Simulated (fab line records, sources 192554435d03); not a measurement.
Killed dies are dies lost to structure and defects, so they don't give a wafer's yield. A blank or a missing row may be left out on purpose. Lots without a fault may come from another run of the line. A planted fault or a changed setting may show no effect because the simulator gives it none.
Problem report in the 8D (eight disciplines) form, filled by code | flow n5_finfet | the parts of the form that need people (team, actions taken, sign-off) are left out

1. THE PROBLEM
oes_product_au at N5_FIN_SAQP_ETCH_64 reads a mean of 1.287 a.u. on 2 wafers of 2 lots; wafers without a fault read 1.014 a.u. with a standard deviation of 0.022. That is +12 standard deviations from the usual mean.
The step: etches SiO2 in CF4, target depth 1.5 nm.
First seen on wafer L846.2, day 5 06:17, on rie_si-01. The record holds 18 wafers of 6 lots with a number at this step. Rule for "out", or "out of limits": more than 4 standard deviations from the usual mean. The other wafers with a number count as sound.

2. WHAT IT IS AND WHAT IT IS NOT
question                    | is               | is not
which readings at this step | oes_product_au   | drypump_motor_current_A, throttle_valve_pct
which lots                  | L846, L847       | L838, L853, L854, L857
which wafers of those lots  | L846.2, L847.4   | L846.1, L846.6, L847.5, L847.6
read on which tools         | rie_si-01        | rie_si-02
when                        | from day 5 06:17 | up to then (5 sound wafers); but 11 sound wafers of L847, L853, L854, L857 came after

3. SUSPECTS, AND WHAT RULES EACH OUT
Counting: a tool at a process step up to the reading stays a suspect if it ran every lot that is out. Sound lots after the first of them don't rule it out here, since some wafers of a struck lot are sound.
- rie_diel-02 at N5_FIN_SAQP_ETCH_67 (etches SiNx in CH3F/O2, target depth 30 nm): kept. It ran every lot that is out, first L846 (day 5 05:05).
- rie_diel-02 at N5_FIN_SAQP_STRIP_70 (strips in N2/H2): kept. It ran every lot that is out, first L846 (day 5 05:07).
- rie_si-01 at N5_FIN_SAQP_ETCH_64 (etches SiO2 in CF4, target depth 1.5 nm): kept. It ran every lot that is out, first L846 (day 5 06:17); its last sound lot up to then is L838 (day 3 01:31). Its own readings are out on those wafers: oes_product_au.
Left after counting: rie_diel-02 at N5_FIN_SAQP_ETCH_67, rie_diel-02 at N5_FIN_SAQP_STRIP_70, rie_si-01 at N5_FIN_SAQP_ETCH_64.

4. THE CAUSE (what the simulator had put in)
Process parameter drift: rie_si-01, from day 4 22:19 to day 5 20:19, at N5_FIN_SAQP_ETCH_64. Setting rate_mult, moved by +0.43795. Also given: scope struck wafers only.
Counting left 3 suspects, and this tool is among them.

5. THE CHAIN OF EFFECTS, in route order
Each row: a reading whose mean over the struck wafers that have a number lies more than 3 standard deviations from the usual. Only readings for which the record gives a usual standard deviation are gone through. hours: the time from each lot's start at the first step in this table that gives one to its start at this step, as a median over the lots. sigmas: the change in usual standard deviations.
hours | step                | reading        | usual      | on struck wafers | change | sigmas
0     | N5_FIN_SAQP_ETCH_64 | oes_product_au | 1.014 a.u. | 1.287            | +0.273 | +12
The process steps in it:
- N5_FIN_SAQP_ETCH_64: etches SiO2 in CF4, target depth 1.5 nm.
Later measuring or inspecting steps at which every struck wafer that the step has a row for has a number for every such reading, and none has moved that far: N5_BEOL_M4_RC_MEAS_101.

6. WHAT WOULD HAVE CAUGHT IT SOONER
In this record the first reading out of limits was taken at day 5 06:17, 8 hours after the fault began at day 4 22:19.
